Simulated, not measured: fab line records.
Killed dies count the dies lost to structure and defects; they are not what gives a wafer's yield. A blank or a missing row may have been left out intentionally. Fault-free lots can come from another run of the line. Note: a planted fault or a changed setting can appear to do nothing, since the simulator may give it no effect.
Chamber matching / flow nand-harc / NHARC_P_M0_DEP_32 on pecvd-01: 3 sister chambers
The step deposits SiCN, target thk 30 nm. 27 wafers are shown with their chamber, then 12 later ones without.

== WAFERS PAIRED WITH THEIR CHAMBERS ==
wafer=L077.1; chamber=0; heater-power-w (W)=622
wafer=L077.5; chamber=2; heater-power-w (W)=615
wafer=L077.6; chamber=0; heater-power-w (W)=618
wafer=L079.2; chamber=0; heater-power-w (W)=620
wafer=L079.4; chamber=2; heater-power-w (W)=613
wafer=L079.5; chamber=1; heater-power-w (W)=570
wafer=L082.1; chamber=2; heater-power-w (W)=579
wafer=L082.4; chamber=2; heater-power-w (W)=583
wafer=L082.5; chamber=2; heater-power-w (W)=578
wafer=L083.1; chamber=1; heater-power-w (W)=576
wafer=L083.2; chamber=0; heater-power-w (W)=667
wafer=L083.6; chamber=0; heater-power-w (W)=654
wafer=L083.3; chamber=2; heater-power-w (W)=598
wafer=L083.4; chamber=1; heater-power-w (W)=583
wafer=L083.5; chamber=2; heater-power-w (W)=595
wafer=L084.2; chamber=0; heater-power-w (W)=602
wafer=L084.3; chamber=1; heater-power-w (W)=614
wafer=L084.4; chamber=2; heater-power-w (W)=525
wafer=L086.1; chamber=1; heater-power-w (W)=510
wafer=L086.2; chamber=2; heater-power-w (W)=612
wafer=L086.5; chamber=1; heater-power-w (W)=538
wafer=L085.1; chamber=1; heater-power-w (W)=535
wafer=L085.4; chamber=0; heater-power-w (W)=615
wafer=L085.5; chamber=1; heater-power-w (W)=535
wafer=L088.1; chamber=0; heater-power-w (W)=693
wafer=L088.3; chamber=1; heater-power-w (W)=573
wafer=L088.4; chamber=0; heater-power-w (W)=681

SIGNATURES (means of the wafers above)
reading=heater-power-w; chamber 0=641.33; chamber 1=559.33; chamber 2=588.67; scatter within a chamber=31
Rule: a wafer's distance from a chamber is the root of the sum, over the readings, of the square of ((its reading less the chamber's mean) divided by the reading's scatter). The wafer belongs to the nearest chamber; if the next one is less than 2 further off, it can't be placed. The scatter: take each reading less its chamber's mean, square it, sum over the shown wafers, divide by the number of wafers less the number of chambers, and take the root.

== WAFERS MISSING THEIR CHAMBER ==
wafer=L089.1; heater-power-w (W)=580
wafer=L089.2; heater-power-w (W)=568
wafer=L089.3; heater-power-w (W)=693
wafer=L094.2; heater-power-w (W)=606
wafer=L094.3; heater-power-w (W)=554
wafer=L094.6; heater-power-w (W)=576
wafer=L094.1; heater-power-w (W)=563
wafer=L094.4; heater-power-w (W)=610
wafer=L094.5; heater-power-w (W)=554
wafer=L095.1; heater-power-w (W)=524
wafer=L095.3; heater-power-w (W)=531
wafer=L095.4; heater-power-w (W)=682

== CHAMBER TAKEN BY EACH ==
wafer=L089.1; from the rows above=can't be placed: 2 or 1 or 0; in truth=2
wafer=L089.2; from the rows above=can't be placed: 1 or 2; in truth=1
wafer=L089.3; from the rows above=can't be placed: 0 or 2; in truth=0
wafer=L094.2; from the rows above=can't be placed: 2 or 0 or 1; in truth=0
wafer=L094.3; from the rows above=can't be placed: 1 or 2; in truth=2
wafer=L094.6; from the rows above=can't be placed: 2 or 1 or 0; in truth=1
wafer=L094.1; from the rows above=can't be placed: 1 or 2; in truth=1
wafer=L094.4; from the rows above=can't be placed: 2 or 0 or 1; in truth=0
wafer=L094.5; from the rows above=can't be placed: 1 or 2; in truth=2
wafer=L095.1; from the rows above=can't be placed: 1 or 2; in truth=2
wafer=L095.3; from the rows above=can't be placed: 1 or 2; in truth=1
wafer=L095.4; from the rows above=can't be placed: 0 or 2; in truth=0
Correct placement for 0 of the 12. Not placeable from these rows: 12 (in 12, the candidates include the true chamber). Placed wrongly: 0.
